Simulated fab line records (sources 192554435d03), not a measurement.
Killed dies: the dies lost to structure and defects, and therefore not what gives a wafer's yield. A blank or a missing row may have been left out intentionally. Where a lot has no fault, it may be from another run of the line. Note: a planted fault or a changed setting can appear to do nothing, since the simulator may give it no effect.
Lot-split experiment	flow n5-finfet	7 lots, 21 wafers read, on a route of 1938 steps

## THE SPLIT
At N5_SD_EPI_N_EPI_21 (deposits Si:P, time 690 s), the setting temp-c was moved away from the recipe's 680 C on 6 of the 21 wafers read, by -0.5% to +0.5%. For the rest of the wafers, this setting stayed at what the recipe calls for.

## FROM THE SPLIT TO THE READING: what the file shows between them, 8 steps
- N5_SD_EPI_N_PRECLEAN_24: cleans in O3/DIW, time 60 s
- N5_SD_EPI_P_HM_STRIP_48: strips SiNx in H3PO4, material SiNx, target depth 3 nm
- N5_SD_EPI_P_SRD_49: time 30 s
- N5_SD_EPI_P_PRECLEAN_24: cleans in O3/DIW, time 45 s
- N5_SD_EPI_P_PRECLEAN_32: cleans in dHF, time 10 s
- N5_SD_EPI_P_PRECLEAN_33: cleans in SC2, time 45 s
- N5_SD_ACTIVATION_RTA_00: time 0 s
- N5_SD_ACTIVATION_LSA_01: time 0.0008 s

## THE READING
At N5_SD_ACTIVATION_RS_MEAS_03, a four-point-probe measurement gives RS_SD_N in ohm/sq. A value of 21.9 ohm/sq with a standard deviation of 0.3 ohm/sq is what fault-free wafers of this fab line usually give.

wafer	tool, chamber at the split	temp-c as run, C	against the recipe	RS_SD_N, ohm/sq	against lot-mates on the recipe
L077.1	epi-rpcvd-01, 0	680	recipe	22.0	-
L077.2	epi-rpcvd-01, 0	680	recipe	21.6	-
L077.4	epi-rpcvd-01, 0	680	recipe	21.7	-
L079.2	epi-rpcvd-02, 0	680	recipe	21.0	-
L079.4	epi-rpcvd-02, 0	680	recipe	21.1	-
L079.6	epi-rpcvd-02, 0	680	recipe	21.0	-
L081.2	epi-rpcvd-04, 0	680	recipe	22.0	-
L081.4	epi-rpcvd-04, 0	680	recipe	21.8	-
L081.5	epi-rpcvd-04, 0	680	recipe	21.7	-
L083.2	epi-rpcvd-04, 0	680	recipe	21.7	-
L083.5	epi-rpcvd-04, 0	680	recipe	21.7	-
L083.6	epi-rpcvd-04, 0	680	recipe	21.8	-
L090.1	epi-rpcvd-01, 0	683.7	+0.5%	20.6	-1.0
L090.3	epi-rpcvd-01, 0	680	recipe	21.6	-
L090.4	epi-rpcvd-01, 0	683.7	+0.5%	20.3	-1.3
L091.2	epi-rpcvd-02, 0	676.8	-0.5%	23.0	no lot-mate on the recipe
L091.4	epi-rpcvd-02, 0	676.8	-0.5%	23.1	no lot-mate on the recipe
L091.6	epi-rpcvd-02, 0	676.8	-0.5%	23.5	no lot-mate on the recipe
L092.1	epi-rpcvd-01, 0	680	recipe	21.9	-
L092.5	epi-rpcvd-01, 0	682.4	+0.4%	21.0	-0.8
L092.6	epi-rpcvd-01, 0	680	recipe	21.7	-

FIT RESULTS
A straight line over all 21 wafers: RS_SD_N changes by -2.7 ohm/sq for each +1% of temp-c; r = -0.91; the points scatter about the line by 0.33 ohm/sq.
The same after taking each lot's own level away (the mean of its wafers on the recipe; 18 wafers): -2.14 ohm/sq for each +1%; r = -0.96; scatter 0.12 ohm/sq.
Per that fit: largest temp-c move, reading shift of 1.2 ohm/sq.
Across the lots, their own levels run from 21.03 to 21.83 ohm/sq, a range of 2.7 times the standard deviation given above.
So the slope is not independent of the lot-to-lot level: the two fits are not the same.
Check: for one of the wafers moved furthest among these (+0.5%), held out of the fit, the line's prediction against its lot-mates is -1.28 ohm/sq. Against them it came out at -1 ohm/sq.

## THE WHOLE CHAIN: every reading that the file lists as answering this split, in the file's order
step	what it does	reading	change (the file's fit)	r (the file's)
N5_SD_EPI_N_EPI_21	deposits Si:P, time 690 s	Si-P_of_SD_EPI_N_EPI_21.thk-nm (the simulator's own value, which no gauge read)	+6.68 nm for each +1% of the setting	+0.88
N5_SD_EPI_P_PRECLEAN_24	cleans in O3/DIW, time 45 s	Si-P_of_SD_EPI_N_EPI_21.thk-nm (the simulator's own value, which no gauge read)	+6.51 nm for each +1% of the setting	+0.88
N5_SD_ACTIVATION_RS_MEAS_03	measures by four-point-probe	RS_SD_N	-2.16 for each +1% of the setting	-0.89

## THE FILE'S OWN FIT
RS_SD_N changes by -2.16 ohm/sq for each +1% of temp-c, r = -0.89.
